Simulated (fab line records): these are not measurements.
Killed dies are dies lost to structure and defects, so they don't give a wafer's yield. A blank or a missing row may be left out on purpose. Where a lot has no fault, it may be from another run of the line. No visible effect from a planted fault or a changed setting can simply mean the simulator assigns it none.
Chamber matching / flow nand-harc / NHARC_A_CHANNEL_FILL_D1_ALD_14 on ald-hk-02 has 4 sister chambers
The step deposits SiO2, target thk 2.5 nm, pulse time 10 s, ald cycles 25. 20 wafers are shown with their chamber, then 10 later ones without.

WAFERS WITH THEIR CHAMBER
wafer=L075.1; chamber=3; heater-power-w (W)=490; precursor-pulse-height-rel=0.996
wafer=L075.2; chamber=1; heater-power-w (W)=452; precursor-pulse-height-rel=1.008
wafer=L075.4; chamber=0; heater-power-w (W)=429; precursor-pulse-height-rel=0.987
wafer=L078.1; chamber=2; heater-power-w (W)=464; precursor-pulse-height-rel=0.963
wafer=L078.2; chamber=1; heater-power-w (W)=452; precursor-pulse-height-rel=0.981
wafer=L078.6; chamber=1; heater-power-w (W)=444; precursor-pulse-height-rel=0.960
wafer=L082.1; chamber=1; heater-power-w (W)=451; precursor-pulse-height-rel=1.003
wafer=L082.3; chamber=2; heater-power-w (W)=478; precursor-pulse-height-rel=1.002
wafer=L082.6; chamber=0; heater-power-w (W)=433; precursor-pulse-height-rel=0.992
wafer=L081.1; chamber=1; heater-power-w (W)=454; precursor-pulse-height-rel=1.007
wafer=L081.5; chamber=1; heater-power-w (W)=464; precursor-pulse-height-rel=0.982
wafer=L081.6; chamber=0; heater-power-w (W)=412; precursor-pulse-height-rel=1.014
wafer=L080.2; chamber=2; heater-power-w (W)=467; precursor-pulse-height-rel=1.012
wafer=L080.5; chamber=0; heater-power-w (W)=416; precursor-pulse-height-rel=0.998
wafer=L080.6; chamber=1; heater-power-w (W)=460; precursor-pulse-height-rel=1.009
wafer=L083.4; chamber=1; heater-power-w (W)=462; precursor-pulse-height-rel=0.968
wafer=L083.5; chamber=2; heater-power-w (W)=474; precursor-pulse-height-rel=0.981
wafer=L083.6; chamber=3; heater-power-w (W)=474; precursor-pulse-height-rel=1.007
wafer=L085.2; chamber=3; heater-power-w (W)=472; precursor-pulse-height-rel=1.015
wafer=L085.4; chamber=0; heater-power-w (W)=421; precursor-pulse-height-rel=1.007

SIGNATURES (means of the wafers above)
reading=heater-power-w; chamber 0=422.20; chamber 1=454.88; chamber 2=470.75; chamber 3=478.67; scatter within a chamber=7.64
reading=precursor-pulse-height-rel; chamber 0=0.99960; chamber 1=0.98975; chamber 2=0.98950; chamber 3=1.00600; scatter within a chamber=0.0173
Rule: a wafer's distance from a chamber is the root of the sum, over the readings, of the square of ((its reading less the chamber's mean) divided by the reading's scatter). The wafer belongs to the nearest chamber; if the next one is less than 2 further off, it can't be placed. The scatter: the root of (the sum of the squares of (reading less its chamber's mean) over the shown wafers, divided by (wafers less chambers)).

WAFERS WITH NO CHAMBER GIVEN
wafer=L085.6; heater-power-w (W)=451; precursor-pulse-height-rel=1.004
wafer=L093.1; heater-power-w (W)=464; precursor-pulse-height-rel=1.007
wafer=L093.2; heater-power-w (W)=496; precursor-pulse-height-rel=1.020
wafer=L093.4; heater-power-w (W)=486; precursor-pulse-height-rel=0.992
wafer=L094.2; heater-power-w (W)=429; precursor-pulse-height-rel=1.016
wafer=L094.3; heater-power-w (W)=473; precursor-pulse-height-rel=0.989
wafer=L094.6; heater-power-w (W)=460; precursor-pulse-height-rel=1.015
wafer=L096.3; heater-power-w (W)=430; precursor-pulse-height-rel=1.017
wafer=L096.4; heater-power-w (W)=494; precursor-pulse-height-rel=0.973
wafer=L096.6; heater-power-w (W)=441; precursor-pulse-height-rel=0.994

WHICH CHAMBER EACH WENT THROUGH
wafer=L085.6; from the rows above=can't be placed: 1 or 2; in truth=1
wafer=L093.1; from the rows above=can't be placed: 2 or 1 or 3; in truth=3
wafer=L093.2; from the rows above=can't be placed: 3 or 2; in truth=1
wafer=L093.4; from the rows above=can't be placed: 3 or 2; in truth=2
wafer=L094.2; from the rows above=0; in truth=0
wafer=L094.3; from the rows above=can't be placed: 2 or 3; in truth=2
wafer=L094.6; from the rows above=can't be placed: 1 or 2 or 3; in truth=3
wafer=L096.3; from the rows above=0; in truth=0
wafer=L096.4; from the rows above=can't be placed: 3 or 2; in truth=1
wafer=L096.6; from the rows above=can't be placed: 1 or 0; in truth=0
2 of 10 placed correctly. These rows do not allow placing 8 (true chamber among the candidates in 6). Placed wrongly: 0.
